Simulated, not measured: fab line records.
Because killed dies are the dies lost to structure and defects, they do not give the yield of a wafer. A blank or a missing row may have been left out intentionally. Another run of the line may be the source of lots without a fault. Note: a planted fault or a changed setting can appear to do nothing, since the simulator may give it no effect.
Split-lot trial ; flow n5Finfet ; on a route of 1938 steps: 7 lots, 21 wafers read

THE SPLIT
At N5_BEOL_M1_TRENCH_ETCH_37 (etches SiOC in C4F6/O2, target depth 55.207 nm, time 29 s), the setting timeS was moved away from the recipe's 29 s on 6 of the 21 wafers read, by -20.7% to +10.4%. The other wafers ran this setting at the recipe's value.

FROM THE SPLIT TO THE READING: what the file shows between them, 2 steps
- N5_BEOL_M1_ETCH_41: etches SiCN in CH3F/O2, target depth 31.9 nm, time 57.8 s
- N5_BEOL_M1_STRIP_97: strips in N2/H2, time 10 s

THE READING
trenchDepthNm, in nm, at N5_BEOL_M1_OCD_MEAS_38. On this fab line, fault-free wafers typically give 55.3 nm with a standard deviation of 1.2 nm.

wafer;tool, chamber at the split;timeS as run, s;against the recipe;trenchDepthNm, nm;against lot-mates on the recipe
L076.2;rieDiel-05, 0;29;recipe;56.9;-
L076.3;rieDiel-05, 3;29;recipe;54.6;-
L076.4;rieDiel-05, 2;29;recipe;57.0;-
L078.2;rieDiel-03, 0;29;recipe;55.1;-
L078.3;rieDiel-03, 3;23.56;-18.8%;45.0;-10.5
L078.5;rieDiel-03, 3;29;recipe;55.9;-
L079.2;rieDiel-06, 1;29;recipe;53.5;-
L079.3;rieDiel-06, 2;29;recipe;53.3;-
L079.5;rieDiel-06, 1;29;recipe;53.6;-
L080.4;rieDiel-06, 0;23.01;-20.7%;42.6;-11.6
L080.5;rieDiel-06, 0;23.01;-20.7%;43.4;-10.8
L080.6;rieDiel-06, 1;29;recipe;54.2;-
L093.1;rieDiel-06, 1;29;recipe;54.2;-
L093.3;rieDiel-06, 2;29;recipe;54.0;-
L093.6;rieDiel-06, 3;29;recipe;55.2;-
L094.3;rieDiel-03, 3;29;recipe;56.1;-
L094.4;rieDiel-03, 3;29;recipe;56.4;-
L094.5;rieDiel-03, 1;32.02;+10.4%;61.6;+5.4
L095.2;rieDiel-06, 0;25.69;-11.4%;49.2;-7.8
L095.3;rieDiel-06, 2;25.69;-11.4%;48.4;-8.6
L095.4;rieDiel-06, 3;29;recipe;57.0;-

FIT RESULTS
A straight line over all 21 wafers: trenchDepthNm changes by +0.576 nm for each +1% of timeS; r = +0.97; the points scatter about the line by 1.2 nm.
The same after taking each lot's own level away (the mean of its wafers on the recipe; 21 wafers): +0.567 nm for each +1%; r = +0.99; scatter 0.79 nm.
The reading moves by 12 nm for the largest change in timeS, on that fit.
The span of the lots' own levels, 53.47 to 57.00 nm, comes to 2.9 times the standard deviation stated above.
The two slopes are in agreement: the lot-to-lot level therefore moves the slope only a little.
Check: -11.9 nm against its lot-mates is what the line predicts for one of the wafers moved furthest among these (-20.7%) when that wafer is left out of the fit. Against them it came out at -11.6 nm.

THE WHOLE CHAIN: every reading that the file lists as answering this split, in the file's order
step;what it does;reading;change (the file's fit);r (the file's)
N5_BEOL_M1_TRENCH_ETCH_37;etches SiOC in C4F6/O2, target depth 55.207 nm, time 29 s;etch.depthNm (the simulator's own value, which no gauge read);+0.548 nm for each +1% of the setting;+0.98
N5_BEOL_M1_TRENCH_ETCH_37;etches SiOC in C4F6/O2, target depth 55.207 nm, time 29 s;BEOL_M1.featureDepthNm (the simulator's own value, which no gauge read);+0.549 nm for each +1% of the setting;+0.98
N5_BEOL_M1_OCD_MEAS_38;;trenchDepthNm;+0.568 nm for each +1% of the setting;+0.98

THE FILE'S OWN FIT
trenchDepthNm changes by +0.568 nm for each +1% of timeS, r = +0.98.
